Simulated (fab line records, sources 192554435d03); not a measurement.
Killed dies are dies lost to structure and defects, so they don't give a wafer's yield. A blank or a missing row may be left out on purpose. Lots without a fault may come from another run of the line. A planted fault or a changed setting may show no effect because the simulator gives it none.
Split-lot experiment | flow n5_finfet | 7 lots, 39 wafers read, on a route of 1938 steps

THE SPLIT
At N5_BEOL_M14_ILD_DEP_00 (deposits SiO2 from TEOS/O2, target thk 1119.3 nm, time 237.4 s), the setting target_thk_a was moved away from the recipe's 11193 angstrom on 15 of the 39 wafers read, by -35.2% to +51.2%. The other wafers ran this setting at the recipe's value.

The file shows no step between the split and the reading.

THE READING
M14_ILD_THK, in nm, at N5_BEOL_M14_THK_MEAS_01. Fault-free wafers of this fab line usually give 1120 nm, standard deviation 15 nm.

wafer  | tool, chamber at the split | target_thk_a as run, angstrom | against the recipe | M14_ILD_THK, nm | against lot-mates on the recipe
L076.1 | pecvd-03, 0                | 15150                         | +35.4%             | 1507            | +379
L076.2 | pecvd-03, 2                | 15150                         | +35.4%             | 1481            | +353
L076.3 | pecvd-03, 2                | 11193                         | recipe             | 1120            | -
L076.4 | pecvd-03, 0                | 11193                         | recipe             | 1139            | -
L076.5 | pecvd-03, 0                | 11193                         | recipe             | 1124            | -
L076.6 | pecvd-03, 2                | 15150                         | +35.4%             | 1520            | +392
L078.1 | pecvd-02, 1                | 11193                         | recipe             | 1109            | -
L078.2 | pecvd-02, 0                | 11193                         | recipe             | 1102            | -
L078.3 | pecvd-02, 2                | 11193                         | recipe             | 1095            | -
L078.4 | pecvd-02, 1                | 11193                         | recipe             | 1127            | -
L078.5 | pecvd-02, 2                | 11193                         | recipe             | 1126            | -
L078.6 | pecvd-02, 0                | 11193                         | recipe             | 1114            | -
L082.1 | pecvd-02, 0                | 11193                         | recipe             | 1108            | -
L082.2 | pecvd-02, 1                | 11193                         | recipe             | 1121            | -
L082.3 | pecvd-02, 2                | 7255                          | -35.2%             | 717             | -402
L082.4 | pecvd-02, 2                | 7255                          | -35.2%             | 717             | -402
L082.5 | pecvd-02, 0                | 11193                         | recipe             | 1128            | -
L082.6 | pecvd-02, 1                | 7255                          | -35.2%             | 722             | -397
L085.4 | pecvd-04, 1                | 11193                         | recipe             | 1152            | -
L085.5 | pecvd-04, 2                | 11193                         | recipe             | 1144            | -
L085.6 | pecvd-04, 0                | 11193                         | recipe             | 1137            | -
L087.1 | pecvd-02, 0                | 11193                         | recipe             | 1117            | -
L087.2 | pecvd-02, 1,0              | 16230                         | +45.0%             | 1622            | +493
L087.3 | pecvd-02, 0                | 11193                         | recipe             | 1139            | -
L087.4 | pecvd-02, 1                | 16230                         | +45.0%             | 1644            | +515
L087.5 | pecvd-02, 1,0              | 16230                         | +45.0%             | 1622            | +493
L087.6 | pecvd-02, 1                | 11193                         | recipe             | 1132            | -
L093.1 | pecvd-04, 2                | 11193                         | recipe             | 1103            | -
L093.2 | pecvd-04, 0                | 11193                         | recipe             | 1101            | -
L093.3 | pecvd-04, 1                | 16920                         | +51.2%             | 1692            | +579
L093.4 | pecvd-04, 1                | 16920                         | +51.2%             | 1705            | +592
L093.5 | pecvd-04, 0                | 16920                         | +51.2%             | 1716            | +603
L093.6 | pecvd-04, 2                | 11193                         | recipe             | 1134            | -
L095.1 | pecvd-02, 0                | 11193                         | recipe             | 1112            | -
L095.2 | pecvd-02, 2                | 11193                         | recipe             | 1101            | -
L095.3 | pecvd-02, 0                | 7381                          | -34.1%             | 752             | -359
L095.4 | pecvd-02, 2                | 7381                          | -34.1%             | 735             | -376
L095.5 | pecvd-02, 2                | 11193                         | recipe             | 1121            | -
L095.6 | pecvd-02, 0                | 7381                          | -34.1%             | 751             | -360
Where a row lists several chambers, the file gives one row for several wafers and doesn't say which wafer went through which chamber.

THE FIT
A straight line over all 39 wafers: M14_ILD_THK changes by +11.2 nm for each +1% of target_thk_a; r = +1.00; the points scatter about the line by 15 nm.
The same after taking each lot's own level away (the mean of its wafers on the recipe; 39 wafers): +11.2 nm for each +1%; r = +1.00; scatter 14 nm.
On that fit, the largest move of target_thk_a shifts the reading by 5.7e+02 nm.
The lots' own levels span 1111.3 to 1144.3 nm, that is 2.2 times the standard deviation above.
So the lot-to-lot level changes the slope little: the two slopes agree.
Check: with one of the wafers moved furthest among these (+51.2%) left out of the fit, the line predicts +570 nm for it against its lot-mates. It came out at +579 nm against them.

OTHER SPLITS ON THESE WAFERS
These wafers also went through other splits before the reading. Each is held against what the fit with the lots' levels taken away leaves over:
other split on the same wafers           | wafers away from the commonest value | r with M14_ILD_THK (lot level and that fit taken away)
N5_BEOL_M3_TRENCH_ETCH_37 target_depth_a | 12                                   | -0.03
N5_BEOL_M7_HM_DEP_02 target_thk_a        | 15                                   | +0.03
N5_BEOL_M8_DESCUM_33 time_s              | 15                                   | +0.10
N5_BEOL_M9_DEP_56 time_s                 | 15                                   | -0.07

THE WHOLE CHAIN: every reading that the file lists as answering this split, in the file's order
step                    | what it does                                                   | reading                                                                             | change (the file's fit)              | r (the file's)
N5_BEOL_M14_ILD_DEP_00  | deposits SiO2 from TEOS/O2, target thk 1119.3 nm, time 237.4 s | SiO2_of_BEOL_M14_ILD_DEP_00.thk_nm (the simulator's own value, which no gauge read) | +11.2 nm for each +1% of the setting | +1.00
N5_BEOL_M14_THK_MEAS_01 |                                                                | M14_ILD_THK                                                                         | +11.2 for each +1% of the setting    | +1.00
N5_BEOL_M14_VIA_ETCH_16 | etches SiO2 in C4F8/O2/Ar, target depth 1231.3 nm              | etch.depth_nm (the simulator's own value, which no gauge read)                      | +11.2 nm for each +1% of the setting | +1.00
N5_BEOL_M14_VIA_ETCH_16 | etches SiO2 in C4F8/O2/Ar, target depth 1231.3 nm              | coat_of_BEOL_M14_COAT_04.thk_nm (the simulator's own value, which no gauge read)    | -2.58 nm for each +1% of the setting | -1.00

THE FILE'S OWN FIT
M14_ILD_THK changes by +11.2 nm for each +1% of target_thk_a, r = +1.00.
